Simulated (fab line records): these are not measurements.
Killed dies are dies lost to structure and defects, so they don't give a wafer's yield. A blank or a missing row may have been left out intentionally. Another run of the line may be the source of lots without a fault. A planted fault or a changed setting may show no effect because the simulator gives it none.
Which tool was responsible? / flow n5 finfet / at 1 step of a route of 1938, 11 lots with 33 wafers sampled

WHAT THE GAUGES READ, wafer by wafer
N5_BEOL_M11_RS_MEAS_57: measurement is done with a four-point probe.
lot=L440; measured=day 10 19:34; on=film metro-01; M11_RS (ohm/sq)=0.1518 0.1543 0.1533
lot=L443; measured=day 12 14:10; on=film metro-02; M11_RS (ohm/sq)=0.1517 0.1517 0.1511
lot=L445; measured=day 13 10:25; on=film metro-01; M11_RS (ohm/sq)=0.1528 0.1462 0.1491
lot=L446; measured=day 13 17:08; on=film metro-02; M11_RS (ohm/sq)=0.1534 0.1473 0.1474
lot=L447; measured=day 13 17:26; on=film metro-02; M11_RS (ohm/sq)=0.1488 0.1475 0.1524
lot=L450; measured=day 14 03:05; on=film metro-01; M11_RS (ohm/sq)=0.1495 0.1521 0.1475
lot=L448; measured=day 14 05:32; on=film metro-02; M11_RS (ohm/sq)=0.1493 0.1522 0.1517
lot=L457; measured=day 16 01:00; on=film metro-02; M11_RS (ohm/sq)=0.1510 0.1514 0.1521
lot=L458; measured=day 16 01:35; on=film metro-02; M11_RS (ohm/sq)=0.1518 0.1505 0.1475
lot=L462; measured=day 16 07:24; on=film metro-01; M11_RS (ohm/sq)=0.1556 0.1503 0.1504
lot=L460; measured=day 16 15:56; on=film metro-01; M11_RS (ohm/sq)=0.1510 0.1438 0.1502

WHAT TOOL EACH LOT RAN ON (gives the tool, then ch and the chambers of the sampled wafers, and finally the start)
The record shows no process step preceding these readings.

THE ANSWER, worked out from the rows above alone
Rule: the lots themselves supply what counts as usual. The widest of any qualifying gaps counts: lots, ordered by their means at a reading, are off when they make up no more than a third of the lots, leave a main group of 4 or more, and stand apart from it by 3 or more times the standard deviation of that group's means. A main group is skipped when, at the precision printed for the reading in the tables above, its means are all equal. Also off: a lot with no number at a reading for which 4 or more lots have one. Any other lot the step has rows for is counted as sound.
None of the lots is off at any reading shown; this tells nothing.

WHAT THE SIMULATOR HAD PUT IN
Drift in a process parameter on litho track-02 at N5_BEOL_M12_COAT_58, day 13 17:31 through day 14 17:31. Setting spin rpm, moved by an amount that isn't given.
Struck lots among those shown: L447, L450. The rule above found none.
